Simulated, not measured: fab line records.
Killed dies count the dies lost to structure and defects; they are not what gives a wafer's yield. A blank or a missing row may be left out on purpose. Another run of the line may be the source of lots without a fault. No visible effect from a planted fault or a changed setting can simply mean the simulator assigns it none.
Tool commonality check ; flow n5Finfet ; Sampled: 9 lots, 27 wafers

== REASON FOR OPENING ==
On 2 of the 9 lots, a flag is raised at N5_FIN_SAQP_INSPECT_40 on the reading rawDefectCount. Wafers without a fault read 242, standard deviation 67.
Rule: flag the lot when none of its wafers has a number, or when each of its wafers that has one lies beyond 4 standard deviations from that mean. All remaining lots are regarded as sound.

lot;measured;on;rawDefectCount, wafer by wafer;flag
L566;day 2 03:16;defectInspect-02;281 231 268;
L567;day 2 08:43;defectInspect-02;264 173 223;
L569;day 2 20:40;defectInspect-01;331 305 343;
L572;day 3 14:15;defectInspect-01;180 155 174;
L579;day 5 11:13;defectInspect-02;356 215 286;
L580;day 5 15:42;defectInspect-02;793 950 927;FLAGGED
L581;day 5 20:32;defectInspect-02;756 751 718;FLAGGED
L585;day 6 21:45;defectInspect-02;308 209 203;
L588;day 7 13:38;defectInspect-01;214 193 241;
The mean of the flagged lots' numbers is 816, +574 from the usual (+9 standard deviations).

== LOT BY LOT: THE TOOL USED ==
Before the reading, the record contains 4 process steps out of a 1938-step route. Read each cell as the tool, then ch plus the chambers that the sampled wafers visited, then the start.
lot;flag;N5_FIN_SAQP_ETCH_52;N5_FIN_SAQP_ETCH_69;N5_FIN_SAQP_MANDREL2_REMOVE_60;N5_FIN_SAQP_FIN_ETCH_36
L566;;rieDiel-02 ch 1,2,3, day 1 22:13;rieDiel-04 ch 0,1,3, day 2 01:49;rieSi-02 ch 1,2,3, day 2 02:33;rieSi-05 ch 0,1,2, day 2 03:01
L567;;rieDiel-02 ch 1,3, day 2 03:58;rieDiel-02 ch 1,3, day 2 07:14;rieSi-03 ch 0,2, day 2 08:01;rieSi-02 ch 0,2, day 2 08:28
L569;;rieDiel-02 ch 2,3, day 2 16:10;rieDiel-04 ch 1,3, day 2 18:59;rieSi-03 ch 0,1,2, day 2 19:58;rieSi-05 ch 0,1,2, day 2 20:25
L572;;rieDiel-02 ch 1,3, day 3 09:35;rieDiel-02 ch 0,2, day 3 12:49;rieSi-05 ch 1,2, day 3 13:33;rieSi-02 ch 0,1,2, day 3 14:00
L579;;rieDiel-02 ch 2,3, day 5 06:23;rieDiel-04 ch 1,2,3, day 5 09:46;rieSi-03 ch 0,2,3, day 5 10:29;rieSi-05 ch 1,2, day 5 10:58
L580;FLAGGED;rieDiel-02 ch 0,3, day 5 11:16;rieDiel-01 ch 0,1,2, day 5 14:01;rieSi-05 ch 0,2, day 5 14:44;rieSi-02 ch 0,3, day 5 15:27
L581;FLAGGED;rieDiel-02 ch 1,2,3, day 5 16:06;rieDiel-02 ch 0,1,2, day 5 18:47;rieSi-05 ch 0,1,2, day 5 19:43;rieSi-02 ch 0,2,3, day 5 20:17
L585;;rieDiel-01 ch 0,2,3, day 6 16:47;rieDiel-02 ch 0,2,3, day 6 20:04;rieSi-03 ch 0,1,3, day 6 21:03;rieSi-02 ch 0,1,2, day 6 21:30
L588;;rieDiel-04 ch 0,1,3, day 7 09:34;rieDiel-04 ch 0,1,3, day 7 12:12;rieSi-03 ch 1,2,3, day 7 12:56;rieSi-05 ch 0,1,3, day 7 13:23
What these steps do:
- N5_FIN_SAQP_ETCH_52: etches SOC in N2/H2, target depth 100 nm, overetch 20 nm, time 150 s.
- N5_FIN_SAQP_ETCH_69: etches SOC in N2/H2, stops on SiNx, target depth 150 nm.
- N5_FIN_SAQP_MANDREL2_REMOVE_60: chemistry HBr/Cl2/O2, target a-Si, stops on SiNx, bt time 10 s.
- N5_FIN_SAQP_FIN_ETCH_36: etches the open film in HBr/Cl2/O2, target depth 120 nm, time 50.4 s.
- N5_FIN_SAQP_INSPECT_40: inspects for defects (brightfield).

== FLAGGED OVER TOTAL, TOOL BY TOOL (the gauges that took the reading come last) ==
step;tool;lots run;flagged;share of the flagged lots;sound lots run after its first flagged lot
N5_FIN_SAQP_ETCH_52;rieDiel-01;1;0;none;-
N5_FIN_SAQP_ETCH_52;rieDiel-02;7;2;all;0
N5_FIN_SAQP_ETCH_52;rieDiel-04;1;0;none;-
N5_FIN_SAQP_ETCH_69;rieDiel-01;1;1;some;0
N5_FIN_SAQP_ETCH_69;rieDiel-02;4;1;some;1 (L585)
N5_FIN_SAQP_ETCH_69;rieDiel-04;4;0;none;-
N5_FIN_SAQP_MANDREL2_REMOVE_60;rieSi-02;1;0;none;-
N5_FIN_SAQP_MANDREL2_REMOVE_60;rieSi-03;5;0;none;-
N5_FIN_SAQP_MANDREL2_REMOVE_60;rieSi-05;3;2;all;0
N5_FIN_SAQP_FIN_ETCH_36;rieSi-02;5;2;all;1 (L585)
N5_FIN_SAQP_FIN_ETCH_36;rieSi-05;4;0;none;-
N5_FIN_SAQP_INSPECT_40;defectInspect-01;3;0;none;-
N5_FIN_SAQP_INSPECT_40;defectInspect-02;6;2;all;1 (L585)

== WHAT IS ALLOWED BY THE TABLE ==
4 rows of the table ran every flagged lot: rieDiel-02 at N5_FIN_SAQP_ETCH_52, rieSi-05 at N5_FIN_SAQP_MANDREL2_REMOVE_60, rieSi-02 at N5_FIN_SAQP_FIN_ETCH_36, defectInspect-02 at N5_FIN_SAQP_INSPECT_40.
- rieDiel-02 at N5_FIN_SAQP_ETCH_52 ran 7 lots, 2 of them flagged. Its last sound lot is L579 (day 5 06:23), its first flagged lot L580 (day 5 11:16): a fault that began between those two fits.
- rieSi-05 at N5_FIN_SAQP_MANDREL2_REMOVE_60 ran 3 lots, 2 of them flagged. Its last sound lot is L572 (day 3 13:33), its first flagged lot L580 (day 5 14:44): a fault that began between those two fits.
- rieSi-02 at N5_FIN_SAQP_FIN_ETCH_36 ran 5 lots, 2 of them flagged. After the first flagged lot (L585), sound lots still ran on it; a lasting fault on the whole tool would not permit that.
- defectInspect-02 at N5_FIN_SAQP_INSPECT_40 ran 6 lots, 2 of them flagged. After the first flagged lot (L585), sound lots still ran on it; a lasting fault on the whole tool would not permit that.
Because each of these 2 tools fits a fault that began at some hour, counting lots does not separate them. More lots, or a look at what each step does to the wafer, might.

== WHAT THE SIMULATOR PUT IN ==
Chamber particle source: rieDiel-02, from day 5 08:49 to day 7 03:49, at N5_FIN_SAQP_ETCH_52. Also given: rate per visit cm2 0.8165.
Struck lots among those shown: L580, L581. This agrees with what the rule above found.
